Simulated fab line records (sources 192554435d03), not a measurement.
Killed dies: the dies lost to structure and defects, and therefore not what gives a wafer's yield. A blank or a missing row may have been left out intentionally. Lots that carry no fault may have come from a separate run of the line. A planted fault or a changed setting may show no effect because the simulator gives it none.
What tool caused it? / flow n5_finfet / 11 lots, 32 wafers sampled, at 1 step of a route of 1938

== WHAT THE GAUGES READ, wafer by wafer ==
N5_BEOL_M8_THK_MEAS_01.
lot=L586; measured=day 9 21:44; on=film_metro-01; M8_ILD_THK (nm)=154.6 156.8 156.1
lot=L587; measured=day 10 08:13; on=film_metro-02; M8_ILD_THK (nm)=156.6 158.0 154.5
lot=L589; measured=day 10 20:07; on=film_metro-01; M8_ILD_THK (nm)=151.7 155.9 155.5
lot=L590; measured=day 10 23:23; on=film_metro-02; M8_ILD_THK (nm)=155.3 155.7 156.7
lot=L592; measured=day 11 09:07; on=film_metro-01; M8_ILD_THK (nm)=153.3 151.7 156.3
lot=L595; measured=day 11 23:23; on=film_metro-02; M8_ILD_THK (nm)=154.7 155.2 154.9
lot=L594; measured=day 12 05:55; on=film_metro-02; M8_ILD_THK (nm)=152.7 151.1 153.7
lot=L597; measured=day 12 11:09; on=film_metro-01; M8_ILD_THK (nm)=153.3 154.8 155.9
lot=L601; measured=day 13 12:36; on=film_metro-01; M8_ILD_THK (nm)=154.3 155.7 155.3
lot=L606; measured=day 15 03:19; on=film_metro-02; M8_ILD_THK (nm)=149.5 152.2
lot=L607; measured=day 15 10:52; on=film_metro-02; M8_ILD_THK (nm)=152.9 151.4 153.4

== WHICH TOOL RAN EACH LOT (tool, then ch and the chambers of the sampled wafers, then the start) ==
The record holds no process step before these readings.

== THE ANSWER, worked out from the rows above alone ==
Rule: what is usual is taken from the lots themselves. The widest of any qualifying gaps counts: lots, ordered by their means at a reading, are off when they make up no more than a third of the lots, leave a main group of 4 or more, and stand apart from it by 3 or more times the standard deviation of that group's means. Not used: any main group whose means are identical at the precision the tables above print for the reading. Also off: a lot with no number at a reading for which 4 or more lots have one. All remaining lots with rows at the step are treated as sound.
No lot is off at any reading shown: from this, nothing can be told.

== WHAT THE SIMULATOR PUT IN ==
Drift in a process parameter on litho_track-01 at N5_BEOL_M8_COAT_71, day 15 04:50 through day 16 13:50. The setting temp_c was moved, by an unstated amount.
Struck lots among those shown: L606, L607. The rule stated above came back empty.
